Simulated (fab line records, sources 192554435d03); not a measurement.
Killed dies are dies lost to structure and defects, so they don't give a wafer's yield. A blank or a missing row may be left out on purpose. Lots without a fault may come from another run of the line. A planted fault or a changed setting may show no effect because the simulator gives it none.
Chamber matching | flow n5_finfet | N5_MIM_BOT_ETCH_ETCH_04 on rie_diel-04: 4 sister chambers
The step etches SiNx in CF4/O2, target depth 26 nm, time 13 s. 14 wafers are shown with their chamber, then 7 later ones without.

WAFERS WITH THEIR CHAMBER
wafer  | chamber | showerhead_plenum_p_Torr (Torr) | throttle_valve_pct (%) | drypump_motor_current_A (A)
L620.1 | 3       | 2.19                            | 16.39                  | 6.2
L620.3 | 1       | 2.26                            | 15.94                  | 6.5
L620.5 | 2       | 2.18                            | 16.43                  | 6.1
L625.3 | 2       | 2.18                            | 16.43                  | 6.1
L625.4 | 0       | 2.25                            | 15.70                  | 6.3
L625.5 | 0       | 2.25                            | 15.70                  | 6.3
L626.2 | 1       | 2.25                            | 15.97                  | 6.4
L626.3 | 0       | 2.25                            | 15.70                  | 6.3
L626.6 | 1       | 2.25                            | 15.96                  | 6.5
L630.1 | 0       | 2.25                            | 15.72                  | 6.3
L630.2 | 2       | 2.18                            | 16.45                  | 6.1
L630.6 | 2       | 2.18                            | 16.47                  | 6.1
L635.1 | 0       | 2.25                            | 15.75                  | 6.3
L635.2 | 1       | 2.24                            | 16.02                  | 6.4

SIGNATURES (means of the wafers above)
reading                  | chamber 0 | chamber 1 | chamber 2 | chamber 3 | scatter within a chamber
showerhead_plenum_p_Torr | 2.2500    | 2.2500    | 2.1800    | 2.1900    | 0.00447
throttle_valve_pct       | 15.7140   | 15.9725   | 16.4450   | 16.3900   | 0.0255
drypump_motor_current_A  | 6.300     | 6.450     | 6.100     | 6.200     | 0.0316
Rule: a wafer's distance from a chamber is the root of the sum, over the readings, of the square of ((its reading less the chamber's mean) divided by the reading's scatter). The wafer belongs to the nearest chamber; if the next one is less than 2 further off, it can't be placed. The scatter: the root of (the sum of the squares of (reading less its chamber's mean) over the shown wafers, divided by (wafers less chambers)).

WAFERS WITHOUT THEIR CHAMBER
wafer  | showerhead_plenum_p_Torr (Torr) | throttle_valve_pct (%) | drypump_motor_current_A (A)
L635.6 | 2.24                            | 16.01                  | 6.4
L638.1 | 2.24                            | 15.77                  | 6.3
L638.4 | 2.24                            | 16.03                  | 6.4
L638.6 | 2.17                            | 16.51                  | 6.1
L640.3 | 2.24                            | 16.02                  | 6.5
L640.4 | 2.24                            | 15.77                  | 6.3
L640.6 | 2.17                            | 15.98                  | 6.2

WHICH CHAMBER EACH WENT THROUGH
wafer  | from the rows above     | in truth
L635.6 | 1                       | 1
L638.1 | 0                       | 0
L638.4 | 1                       | 1
L638.6 | 2                       | 2
L640.3 | 1                       | 1
L640.4 | 0                       | 0
L640.6 | can't be placed: 3 or 2 | 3
Placed correctly: 6 of 7. Can't be placed from these rows: 1 (the true chamber is among the candidates in 1). Placed wrongly: 0.
